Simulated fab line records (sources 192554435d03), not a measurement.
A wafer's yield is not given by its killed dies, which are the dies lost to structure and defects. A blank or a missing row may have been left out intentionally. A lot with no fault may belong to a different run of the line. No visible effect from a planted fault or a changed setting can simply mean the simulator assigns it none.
Problem report, 8D (eight disciplines) form, completed by code ; flow n5_finfet ; the parts of the form that need people (team, actions taken, sign-off) are left out

== 1. PROBLEM STATEMENT ==
VT_N_LONG at N5_BEOL_M4_RC_MEAS_101 reads a mean of 405.6 mV on 3 wafers of 2 lots; wafers without a fault read 274.9 mV with a standard deviation of 1.9. Measured from the usual mean, that is +69 standard deviations.
First observed at day 12 02:56: wafer L304.2, on prober-01. The record holds 27 wafers of 9 lots with a number at this step. Rule for "out" (also "out of limits"): further than 4 standard deviations from the usual mean. The other wafers with a number count as sound.

== 2. WHAT IT IS, AND WHAT IT ISN'T ==
question;is;is not
which readings at this step;VT_N_LONG, IGATE_P, IOFF_N_85C, IOFF_N_LIN, IOFF_N_LONG, IOFF_P, IOFF_P_85C, IOFF_P_LIN, IOFF_P_LONG, ION_N, ION_P, VT_N, VT_N_LVT, VT_P, VT_P_LONG, VT_P_LVT;DIBL_N, DIBL_P, SS_N, SS_P
which lots;L304, L306;L286, L289, L290, L292, L294, L295, L296
which wafers of those lots;L304.2, L306.2, L306.6;L304.4, L304.5, L306.4
read on which gauges;prober-01;prober-02
when;from day 12 02:56;"up to then (23 sound wafers); but 1 sound wafer of L306 came after"

== 3. WHAT RULES OUT EACH SUSPECT ==
Counting: a tool at a process step up to the reading stays a suspect if it ran every lot that is out. Sound lots after the first of them don't rule it out here, since some wafers of a struck lot are sound.
- the gauge at N5_BEOL_M4_RC_MEAS_101: kept. All the wafers that are out were read on prober-01, and no step on other tools shows them out.
- thermal_cvd_si-01 at N5_HKMG_FIN_CVD_62 (deposits a-Si from Si2H6, target thk 3 nm, time 20.8 s): kept. It processed each lot that is out (first: L304, day 8 12:51); up to then, its last sound lot is L296 (day 6 17:14).
The count leaves prober-01 at N5_BEOL_M4_RC_MEAS_101 and thermal_cvd_si-01 at N5_HKMG_FIN_CVD_62.

== 4. THE CAUSE (what the simulator had put in) ==
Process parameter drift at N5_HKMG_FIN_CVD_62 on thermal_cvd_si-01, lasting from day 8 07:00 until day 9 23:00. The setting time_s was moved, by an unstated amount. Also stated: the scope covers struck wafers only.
Of the 2 suspects that counting leaves, this tool is one.

== 5. THE CHAIN OF EFFECTS, in route order ==
Each row: a reading where the mean over the struck wafers with a number is more than 3 standard deviations away from the usual. Only readings whose record carries a usual standard deviation are examined. hours: median over the lots of the time between each lot's start at the first step of this table that gives one and its start at this step. sigmas: the change, counted in usual standard deviations.
hours;step;reading;usual;on struck wafers;change;sigmas
0;N5_BEOL_M4_RC_MEAS_101;EOT_P;10.47;10.86;+0.39;+3.9
0;N5_BEOL_M4_RC_MEAS_101;IGATE_P;0.0038 nA/um;0.0007;-0.0031;-4.3
0;N5_BEOL_M4_RC_MEAS_101;IOFF_N;0.18 nA/um;0.00;-0.18;-3.6
0;N5_BEOL_M4_RC_MEAS_101;IOFF_N_85C;3.4 nA/um;0.1;-3.3;-4.1
0;N5_BEOL_M4_RC_MEAS_101;IOFF_N_LIN;0.080 nA/um;0.001;-0.079;-4.4
0;N5_BEOL_M4_RC_MEAS_101;IOFF_N_LONG;5.5e-05 nA/um;2.4e-05;-3.1e-05;-9.8
0;N5_BEOL_M4_RC_MEAS_101;IOFF_P;0.23 nA/um;1.68;+1.45;+25
0;N5_BEOL_M4_RC_MEAS_101;IOFF_P_85C;3.9 nA/um;20.8;+16.9;+21
0;N5_BEOL_M4_RC_MEAS_101;IOFF_P_LIN;0.105 nA/um;0.788;+0.683;+34
0;N5_BEOL_M4_RC_MEAS_101;IOFF_P_LONG;0.000105 nA/um;0.000399;+0.000294;+30
0;N5_BEOL_M4_RC_MEAS_101;ION_N;683 uA/um;382;-301;-19
0;N5_BEOL_M4_RC_MEAS_101;ION_P;467 uA/um;539;+72;+6.6
0;N5_BEOL_M4_RC_MEAS_101;VT_N;249 mV;383;+134;+31
0;N5_BEOL_M4_RC_MEAS_101;VT_N_LONG;274.9 mV;405.6;+130.7;+69
0;N5_BEOL_M4_RC_MEAS_101;VT_N_LVT;97 mV;232;+135;+30
0;N5_BEOL_M4_RC_MEAS_101;VT_P;-250 mV;-193;+57;+13
0;N5_BEOL_M4_RC_MEAS_101;VT_P_LONG;-275 mV;-232;+43;+13
0;N5_BEOL_M4_RC_MEAS_101;VT_P_LVT;-98 mV;-41;+57;+15
106;N5_PASSIVATION_PROBE_49;sort_bin_4_leakage;0.0 %;90.9;+90.9;+99 or more
106;N5_PASSIVATION_PROBE_49;sort_n_pass;1078;0;-1078;-54
106;N5_PASSIVATION_PROBE_49;sort_yield_pct;91.3 %;0.0;-91.3;-54
Its process steps:
- N5_PASSIVATION_PROBE_49

== 6. WHAT WOULD HAVE CAUGHT IT SOONER ==
In this record the first reading out of limits at a measuring or inspecting step was taken at day 12 02:56, 92 hours after the fault began at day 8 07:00.
An alarm limit of 4 standard deviations would not have fired on the tool readings at N5_HKMG_FIN_CVD_62 for which the record gives a usual standard deviation, since none of them was out on any struck wafer.
The start of N5_HKMG_FIN_CVD_62 on thermal_cvd_si-01 came by day 12 02:56 for every one of the lots that are out (2). Had the tool been put on hold then, not one of them would have been saved.
